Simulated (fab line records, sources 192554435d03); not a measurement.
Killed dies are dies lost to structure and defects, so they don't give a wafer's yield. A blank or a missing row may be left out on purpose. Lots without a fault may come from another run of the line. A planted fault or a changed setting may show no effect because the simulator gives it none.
Chamber matching | flow n5_finfet | N5_HKMG_FIN_ETCH_35 on rie_diel-01: 4 sister chambers
The step etches SOC in N2/H2, target depth 215.8 nm, time 243.4 s. 8 wafers are shown with their chamber, then 10 later ones without.

WAFERS WITH THEIR CHAMBER
wafer  | chamber | drypump_motor_current_A (A) | showerhead_plenum_p_Torr (Torr)
L076.6 | 1       | 5.7                         | 2.39
L083.5 | 3       | 6.6                         | 2.61
L083.6 | 2       | 5.2                         | 2.72
L085.3 | 0       | 6.3                         | 2.67
L085.5 | 2       | 5.2                         | 2.72
L085.6 | 3       | 6.6                         | 2.61
L088.1 | 1       | 5.8                         | 2.38
L088.4 | 0       | 6.3                         | 2.66

WAFERS WITHOUT THEIR CHAMBER
wafer  | drypump_motor_current_A (A) | showerhead_plenum_p_Torr (Torr)
L088.5 | 6.3                         | 2.66
L092.3 | 5.8                         | 2.38
L092.4 | 5.8                         | 2.38
L092.6 | 6.3                         | 2.66
L093.3 | 6.3                         | 2.66
L093.4 | 5.2                         | 2.71
L093.6 | 5.8                         | 2.38
L095.2 | 6.3                         | 2.66
L095.4 | 6.3                         | 2.66
L095.6 | 5.2                         | 2.71

WHICH CHAMBER EACH WENT THROUGH
wafer  | from the rows above | in truth
L088.5 | 0                   | 0
L092.3 | 1                   | 1
L092.4 | 1                   | 1
L092.6 | 0                   | 0
L093.3 | 0                   | 0
L093.4 | 2                   | 2
L093.6 | 1                   | 1
L095.2 | 0                   | 0
L095.4 | 0                   | 0
L095.6 | 2                   | 2
Placed correctly: 10 of 10. Can't be placed from these rows: 0. Placed wrongly: 0.
How it was worked out, from the rows above alone: a wafer's distance from a chamber is the root of the sum, over the readings, of the square of ((its reading less the chamber's mean) divided by the reading's scatter). The wafer belongs to the nearest chamber; if the next one is less than 2 further off, it can't be placed. A chamber's mean is the mean of its shown wafers. The scatter: the root of (the sum of the squares of (reading less its chamber's mean) over the shown wafers, divided by (wafers less chambers)).
